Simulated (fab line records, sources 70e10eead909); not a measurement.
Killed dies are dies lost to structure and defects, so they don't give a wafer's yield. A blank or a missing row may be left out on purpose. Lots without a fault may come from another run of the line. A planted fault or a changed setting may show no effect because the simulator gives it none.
Problem report in the 8D (eight disciplines) form, filled by code | flow nand_harc | the parts of the form that need people (team, actions taken, sign-off) are left out

1. THE PROBLEM
thk_nm at NHARC_A_ONON_D2_THK_MEAS_18 reads a mean of 686 nm on 2 wafers of 2 lots; wafers without a fault read 1000 nm with a standard deviation of 7.5. That is -42 standard deviations from the usual mean.
The step: measures by ellipsometry.
First seen on wafer L358.5, day 18 21:49, on film_metro-01. The record holds 38 wafers of 13 lots with a number at this step. Rule for "out", or "out of limits": more than 4 standard deviations from the usual mean. The other wafers with a number count as sound.

2. WHAT IT IS AND WHAT IT IS NOT
question                    | is                | is not
which readings at this step | thk_nm            | -
which lots                  | L358, L361        | L342, L345, L346, L349, L350, L351, L353, L354, L355, L356, L360
which wafers of those lots  | L358.5, L361.5    | L358.1, L358.6, L361.4
read on which gauges        | film_metro-01     | film_metro-02
when                        | from day 18 21:49 | up to then (32 sound wafers); but 4 sound wafers of L360, L361 came after

3. SUSPECTS, AND WHAT RULES EACH OUT
Counting: a tool at a process step up to the reading stays a suspect if it ran every lot that is out. Sound lots after the first of them don't rule it out here, since some wafers of a struck lot are sound.
- the gauge at NHARC_A_ONON_D2_THK_MEAS_18: ruled out. All the wafers that are out were read on film_metro-01, but those of them that NHARC_END_SORT_01 has rows for are out there too, on other tools.
- rie_diel-12 at NHARC_A_CHANNEL_FILL_D1_ETCHBACK_20 (etches the open film in C4F8/O2/Ar, target depth 27 nm, time 13.5 s): kept. It ran every lot that is out, first L358 (day 16 04:46); its last sound lot up to then is L355 (day 14 20:45).
- pecvd-03 at NHARC_A_DECK1_JOINT_DEP_16 (deposits SiO2, target thk 45 nm): kept. It ran every lot that is out, first L358 (day 18 11:16); its last sound lot up to then is L356 (day 17 05:03).
- pecvd_onon-04 at NHARC_A_ONON_D2_DEP_16 (target thk 1000 nm): kept. It ran every lot that is out, first L358 (day 18 21:19); its last sound lot up to then is L356 (day 17 15:31).
- Within rie_diel-12 at NHARC_A_CHANNEL_FILL_D1_ETCHBACK_20: the wafers that are out ran in chamber 2; their sound lot-mates ran in chambers 0, 1.
- Within pecvd-03 at NHARC_A_DECK1_JOINT_DEP_16: the wafers that are out ran in chamber 2; their sound lot-mates ran in chambers 0, 1.
Left after counting: rie_diel-12 at NHARC_A_CHANNEL_FILL_D1_ETCHBACK_20, pecvd-03 at NHARC_A_DECK1_JOINT_DEP_16, pecvd_onon-04 at NHARC_A_ONON_D2_DEP_16.

4. THE CAUSE (what the simulator had put in)
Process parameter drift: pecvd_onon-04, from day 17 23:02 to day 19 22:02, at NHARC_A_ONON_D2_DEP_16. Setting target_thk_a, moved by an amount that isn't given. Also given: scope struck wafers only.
Counting left 3 suspects, and this tool is among them.

5. THE CHAIN OF EFFECTS, in route order
Each row: a reading whose mean over the struck wafers that have a number lies more than 3 standard deviations from the usual. Only readings for which the record gives a usual standard deviation are gone through. hours: the time from each lot's start at the first step in this table that gives one to its start at this step, as a median over the lots. sigmas: the change in usual standard deviations.
hours | step                        | reading         | usual   | on struck wafers | change | sigmas
0     | NHARC_A_ONON_D2_THK_MEAS_18 | thk_nm          | 1000 nm | 686              | -314   | -42
287   | NHARC_END_SORT_01           | killed_at_array | 62      | 673              | +611   | +34
287   | NHARC_END_SORT_01           | killed_dies     | 67      | 677              | +610   | +36

6. WHAT WOULD HAVE CAUGHT IT SOONER
In this record the first reading out of limits at a measuring or inspecting step was taken at day 18 21:49, 23 hours after the fault began at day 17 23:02.
Of the tool readings at NHARC_A_ONON_D2_DEP_16 for which the record gives a usual standard deviation, none was out on any struck wafer, so an alarm limit of 4 standard deviations on them would not have fired.
Of the lots that are out (2), L361 began NHARC_A_ONON_D2_DEP_16 on pecvd_onon-04 after day 18 21:49. A hold on the tool at that time would have spared it.
